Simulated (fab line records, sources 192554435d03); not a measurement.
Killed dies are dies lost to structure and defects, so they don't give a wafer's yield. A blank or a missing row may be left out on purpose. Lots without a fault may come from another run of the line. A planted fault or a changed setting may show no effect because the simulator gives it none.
Chamber matching | flow n5_finfet | N5_HKMG_FIN_ALD_91 on ald_metal-03: 4 sister chambers
The step deposits TiN, target thk 1 nm, pulse time 1 s, purge time 3 s. 14 wafers are shown with their chamber, then 7 later ones without.

WAFERS WITH THEIR CHAMBER
wafer  | chamber | heater_power_w (W) | precursor_pulse_height_rel
L077.1 | 1       | 823                | 0.976
L077.4 | 1       | 857                | 0.991
L077.5 | 3       | 820                | 1.004
L079.1 | 3       | 810                | 1.022
L079.4 | 0       | 1077               | 1.046
L079.6 | 2       | 720                | 0.997
L081.1 | 0       | 1074               | 1.040
L081.3 | 1       | 849                | 1.026
L081.6 | 0       | 1070               | 0.968
L092.4 | 1       | 852                | 1.017
L092.5 | 1       | 839                | 0.970
L092.6 | 2       | 721                | 1.006
L093.2 | 2       | 681                | 0.979
L093.3 | 3       | 833                | 0.986

SIGNATURES (means of the wafers above)
reading                    | chamber 0 | chamber 1 | chamber 2 | chamber 3 | scatter within a chamber
heater_power_w             | 1073.67   | 844.00    | 707.33    | 821.00    | 14.3
precursor_pulse_height_rel | 1.01800   | 0.99600   | 0.99400   | 1.00400   | 0.0269
Rule: a wafer's distance from a chamber is the root of the sum, over the readings, of the square of ((its reading less the chamber's mean) divided by the reading's scatter). The wafer belongs to the nearest chamber; if the next one is less than 2 further off, it can't be placed. The scatter: the root of (the sum of the squares of (reading less its chamber's mean) over the shown wafers, divided by (wafers less chambers)).

WAFERS WITHOUT THEIR CHAMBER
wafer  | heater_power_w (W) | precursor_pulse_height_rel
L093.5 | 1112               | 1.008
L094.1 | 830                | 1.035
L094.2 | 1088               | 1.023
L094.3 | 822                | 1.005
L095.1 | 825                | 0.973
L095.3 | 1086               | 1.013
L095.5 | 1073               | 1.001

WHICH CHAMBER EACH WENT THROUGH
wafer  | from the rows above     | in truth
L093.5 | 0                       | 0
L094.1 | can't be placed: 3 or 1 | 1
L094.2 | 0                       | 0
L094.3 | can't be placed: 3 or 1 | 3
L095.1 | can't be placed: 3 or 1 | 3
L095.3 | 0                       | 0
L095.5 | 0                       | 0
Placed correctly: 4 of 7. Can't be placed from these rows: 3 (the true chamber is among the candidates in 3). Placed wrongly: 0.
